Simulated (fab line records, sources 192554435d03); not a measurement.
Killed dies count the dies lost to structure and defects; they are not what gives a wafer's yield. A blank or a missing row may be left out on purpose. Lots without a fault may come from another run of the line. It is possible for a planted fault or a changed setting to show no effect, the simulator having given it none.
Chamber matching -- flow n5 finfet -- ald sin-03 running N5_GATE_CUT_SAC_CAP_01: 4 sister chambers
The step material SiNx, target thk 24 nm, pulse time 1 s, ald cycles 480. 16 wafers are shown with their chamber, then 8 later ones without.

== WAFERS WITH THEIR CHAMBER ==
wafer,chamber,heater power outer w (W),heater power w (W),precursor pulse height rel
L078.2,3,548,900,0.989
L078.3,0,464,825,0.990
L078.4,1,604,1009,0.954
L080.2,3,557,914,0.999
L080.3,1,605,981,0.991
L080.4,2,538,842,1.010
L082.1,0,470,834,0.981
L082.5,0,473,825,1.005
L082.6,1,614,1040,1.018
L084.1,2,532,847,0.985
L084.5,2,537,818,0.988
L084.6,3,548,919,0.997
L085.2,1,605,1031,1.011
L085.3,3,543,909,0.996
L085.4,0,468,842,1.020
L087.2,3,551,899,1.014

SIGNATURES (means of the wafers above)
reading,chamber 0,chamber 1,chamber 2,chamber 3,scatter within a chamber
heater power outer w,468.75,607.00,535.67,549.40,4.42
heater power w,831.50,1015.25,835.67,908.20,16
precursor pulse height rel,0.99900,0.99350,0.99433,0.99900,0.0184
Rule: a wafer's distance from a chamber is the root of the sum, over the readings, of the square of ((its reading less the chamber's mean) divided by the reading's scatter). The wafer belongs to the nearest chamber; if the next one is less than 2 further off, it can't be placed. How the scatter is found: for the shown wafers, subtract from each reading the mean of its chamber, square and add these, divide the total by (wafers less chambers), then take the root.

== WAFERS WITHOUT THEIR CHAMBER ==
wafer,heater power outer w (W),heater power w (W),precursor pulse height rel
L087.4,605,1013,1.003
L087.6,589,998,0.995
L092.2,599,989,1.014
L092.4,479,837,1.002
L092.6,464,793,0.992
L096.1,550,936,1.013
L096.3,616,1022,0.992
L096.5,565,835,0.999

== CHAMBER TAKEN BY EACH ==
wafer,from the rows above,in truth
L087.4,1,1
L087.6,1,1
L092.2,1,1
L092.4,0,0
L092.6,0,0
L096.1,3,3
L096.3,1,1
L096.5,can't be placed: 3 or 2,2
7 of 8 placed correctly. These rows do not allow placing 1 (true chamber among the candidates in 1). 0 placed wrongly.
